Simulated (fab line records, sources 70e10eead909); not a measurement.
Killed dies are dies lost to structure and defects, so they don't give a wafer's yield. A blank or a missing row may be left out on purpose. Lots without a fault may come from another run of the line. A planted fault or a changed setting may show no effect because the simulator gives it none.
fab line records | flow nand_harc
record lots=6 wafers=18 last_day=32
route steps=1302 shown A_ONON_D1@428
lots that met no fault: from a run of the same line without faults
start_h: hours from the record's first day to the start of the lot's first wafer shown | wait_h: hours since the lot's step before | " the same as in the row above | L1.1+2: a row that stands for several wafers | - no value, or no start given | * or withheld: withheld | < > ~ a bound
route shown NAME@n: a module of which the file shows steps, and the number in the route of the first | usual: mean/standard deviation of fault-free wafers | same: alike in all rows | chamber/n: place in a boat | sites: the reading at each site | _std_site: their standard deviation | _edge_site: outer sites' mean less inner sites' | radius_mm: how far each site lies from the wafer's centre | mask NAME#n: copy n | behind: the tool/chamber that last shaped the wafer | hold: why the lot was held/for how many hours/how that ended | device: the transistor (n, p or np) that didn't switch | end of line: the same wafers' tests at the end of the route | a step without rows: its recipe alone | killed: dies lost to structure and defects at the first sort, not the wafer's yield | map: a wafer's dies, x killed, . not, _ none there
set.NAME: the setting as run; set.NAME@STEP: as run at that earlier step | model.NAME: the simulator's own value behind a step, which no gauge read
lots at some steps of the route; a table a step, a row a wafer
services: from which hour (start_h, from the record's first day; less than 0 if before it) a tool's chamber was out of use, for how many hours, and why
## steps
# step NHARC_A_ONON_D1_DEP_06
# recipe target_thk_a=10000 n2_flow_sccm=2750 n2o_flow_sccm=2000 nh3_flow_sccm=500 sih4_flow_sccm=210 temp_c=400
# step NHARC_A_ONON_D1_THK_MEAS_08
# recipe thk_meas_gauge=ellipsometry
# usual thk_nm=1001/8.9
# columns lot.wafer tool chamber start_h wait_h thk_nm
L278.1 film_metro-01 - 186.96 - 1009
L278.3 " - " " 1007
L278.6 " - " " 1008
L280.1 film_metro-01 - 205.35 - 993
L280.3 " - " " 995
L280.4 " - " " 995
L287.1 film_metro-02 - 264.76 - 999
L287.2 " - " " 999
L287.6 " - " " 1000
L293.1 film_metro-01 - 344.48 - 1000
L293.3 " - " " 999
L293.4 " - " " 1002
L296.2 film_metro-01 - 362.75 - 990
L296.3 " - " " 989
L296.6 " - " " 989
L297.2 film_metro-01 - 379.40 - 996
L297.3 " - " " 998
L297.6 " - " " 996
# step NHARC_A_ONON_D1_DEP_09
# recipe target_thk_a=10000 n2_flow_sccm=2750 n2o_flow_sccm=2000 nh3_flow_sccm=500 sih4_flow_sccm=210 temp_c=400
# step NHARC_A_ONON_D1_THK_MEAS_11
# recipe thk_meas_gauge=ellipsometry
# usual thk_nm=1001/9.1
# columns lot.wafer tool chamber start_h wait_h thk_nm
L278.1 film_metro-02 - 187.54 - 1001
L278.3 " - " " 1000
L278.6 " - " " 1000
L280.1 film_metro-01 - 205.92 - 1014
L280.3 " - " " 1013
L280.4 " - " " 1012
L287.1 film_metro-02 - 265.32 - 1004
L287.2 " - " " 1003
L287.6 " - " " 1003
L293.1 film_metro-01 - 345.05 - 995
L293.3 " - " " 994
L293.4 " - " " 994
L296.2 film_metro-01 - 363.32 - 989
L296.3 " - " " 989
L296.6 " - " " 990
L297.2 film_metro-01 - 379.96 - 993
L297.3 " - " " 990
L297.6 " - " " 992
# step NHARC_A_ONON_D1_DEP_12
# recipe target_thk_a=10000 n2_flow_sccm=2750 n2o_flow_sccm=2000 nh3_flow_sccm=500 sih4_flow_sccm=210 temp_c=400
# step NHARC_A_ONON_D1_THK_MEAS_14
# recipe thk_meas_gauge=ellipsometry
# usual thk_nm=996/11
# columns lot.wafer tool chamber start_h wait_h thk_nm
L278.1 film_metro-02 - 188.11 - 1003
L278.3 " - " " 1004
L278.6 " - " " 1005
L280.1 film_metro-02 - 206.49 - 989
L280.3 " - " " 988
L280.4 " - " " 990
L287.1 film_metro-01 - 265.88 - 1008
L287.2 " - " " 1009
L287.6 " - " " 1008
L293.1 film_metro-02 - 345.62 - 1012
L293.3 " - " " 1011
L293.4 " - " " 1011
L296.2 film_metro-01 - 363.88 - 969
L296.3 " - " " 967
L296.6 " - " " 969
L297.2 film_metro-01 - 380.53 - 1012
L297.3 " - " " 1012
L297.6 " - " " 1012
# step NHARC_A_ONON_D1_ANNEAL_15
# recipe temp_c=750 time_s=3600
# step NHARC_A_ONON_D1_DEP_16
# recipe target_thk_a=10000 n2_flow_sccm=2750 n2o_flow_sccm=2000 nh3_flow_sccm=500 sih4_flow_sccm=210 temp_c=400
# step NHARC_A_ONON_D1_THK_MEAS_18
# recipe thk_meas_gauge=ellipsometry
# usual thk_nm=999/10
# columns lot.wafer tool chamber start_h wait_h thk_nm
L278.1 film_metro-02 - 195.76 - 1003
L278.3 " - " " 1004
L278.6 " - " " 1004
L280.1 film_metro-02 - 214.26 - 1008
L280.3 " - " " 1007
L280.4 " - " " 1008
L287.1 film_metro-02 - 273.90 - 1008
L287.2 " - " " 1008
L287.6 " - " " 1007
L293.1 film_metro-01 - 357.43 - 1003
L293.3 " - " " 1004
L293.4 " - " " 1003
L296.2 film_metro-02 - 371.62 - 1010
L296.3 " - " " 1010
L296.6 " - " " 1012
L297.2 film_metro-02 - 389.74 - 995
L297.3 " - " " 997
L297.6 " - " " 995
# step NHARC_A_ONON_D1_DEP_19
# recipe target_thk_a=10000 n2_flow_sccm=2750 n2o_flow_sccm=2000 nh3_flow_sccm=500 sih4_flow_sccm=210 temp_c=400
# step NHARC_A_ONON_D1_THK_MEAS_21
# recipe thk_meas_gauge=ellipsometry
# usual thk_nm=1001/9.5
# columns lot.wafer tool chamber start_h wait_h thk_nm
L278.1 film_metro-02 - 196.32 - 993
L278.3 " - " " 993
L278.6 " - " " 992
L280.1 film_metro-02 - 214.83 - 989
L280.3 " - " " 990
L280.4 " - " " 988
L287.1 film_metro-02 - 274.46 - 1010
L287.2 " - " " 1012
L287.6 " - " " 1010
L293.1 film_metro-02 - 357.99 - 997
L293.3 " - " " 994
L293.4 " - " " 996
L296.2 film_metro-02 - 372.20 - 1002
L296.3 " - " " 1001
L296.6 " - " " 1005
L297.2 film_metro-02 - 390.31 - 986
L297.3 " - " " 988
L297.6 " - " " 987
# step NHARC_A_ONON_D1_DEP_22
# recipe target_thk_a=10000 n2_flow_sccm=2750 n2o_flow_sccm=2000 nh3_flow_sccm=500 sih4_flow_sccm=210 temp_c=400
# usual n2o_flow_sccm=2001/5.3
# columns lot.wafer tool chamber start_h wait_h n2o_flow_sccm
L278.1 pecvd_onon-01 0 196.38 0.1 1998
L278.3 " 0 " " 1997
L278.6 " 0 " " 1994
L280.1 pecvd_onon-01 0 214.88 0.1 1997
L280.3 " 0 " " 2007
L280.4 " 0 " " 2005
L287.1 pecvd_onon-04 0 274.52 0.1 2006
L287.2 " 0 " " 2002
L287.6 " 0 " " 2007
L293.1 pecvd_onon-01 0 358.05 0.1 2008
L293.3 " 0 " " 2004
L293.4 " 0 " " 2003
L296.2 pecvd_onon-01 0 372.31 0.1 2001
L296.3 " 0 " " 2006
L296.6 " 0 " " 1997
L297.2 pecvd_onon-04 0 390.42 0.1 1994
L297.3 " 0 " " 2002
L297.6 " 0 " " 2007
# step NHARC_A_ONON_D1_THK_MEAS_24
# recipe thk_meas_gauge=ellipsometry
# usual thk_nm=1002/9.3
# columns lot.wafer tool chamber start_h wait_h thk_nm
L278.1 film_metro-01 - 196.88 - 1002
L278.3 " - " " 1002
L278.6 " - " " 1003
L280.1 film_metro-01 - 215.40 - 1007
L280.3 " - " " 1007
L280.4 " - " " 1005
L287.1 film_metro-02 - 275.03 - 1007
L287.2 " - " " 1006
L287.6 " - " " 1006
L293.1 film_metro-02 - 358.56 - 1014
L293.3 " - " " 1013
L293.4 " - " " 1194
L296.2 film_metro-01 - 372.76 - 1176
L296.3 " - " " 993
L296.6 " - " " 992
L297.2 film_metro-02 - 390.87 - 1006
L297.3 " - " " 1005
L297.6 " - " " 1002
# step NHARC_A_ONON_D1_DEP_25
# recipe target_thk_a=10000 n2_flow_sccm=2750 n2o_flow_sccm=2000 nh3_flow_sccm=500 sih4_flow_sccm=210 temp_c=400
## services
# columns tool chamber start_h hours kind
pecvd_onon-01 - 269.29 13.0 pm
pecvd_onon-04 - 311.14 13.0 pm
## key
first_sign step=NHARC_A_ONON_D1_THK_MEAS_24 reading=thk_nm direction=up sigmas=20 usual=1002 struck=1185
effect none on later readings
met_at NHARC_A_ONON_D1_DEP_22
struck_wafers L293.4,L296.2
sort_left_out L293.4,L296.2
tester_left_out L293,L296
onset_between 214.88 358.05
fault kind=process_parameter_drift tool=pecvd_onon-01 chamber=- onset_h=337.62 steps=NHARC_A_ONON_D1_DEP_22 channel=target_thk_a offset=* shape=step end_h=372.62 scope=struck_wafers_only acts_in=* stated=*
# tester_left_out: of these lots the tester's yield and bins aren't shown, on N5 and GAA mostly nor the transistor test; their killed dies are dies lost to structure and defects alone, not to doping, threshold or leakage, so they don't give the yield
# sort_left_out: the simulated sort isn't trusted on such a fault, so these wafers' sort isn't shown, and their yield isn't known
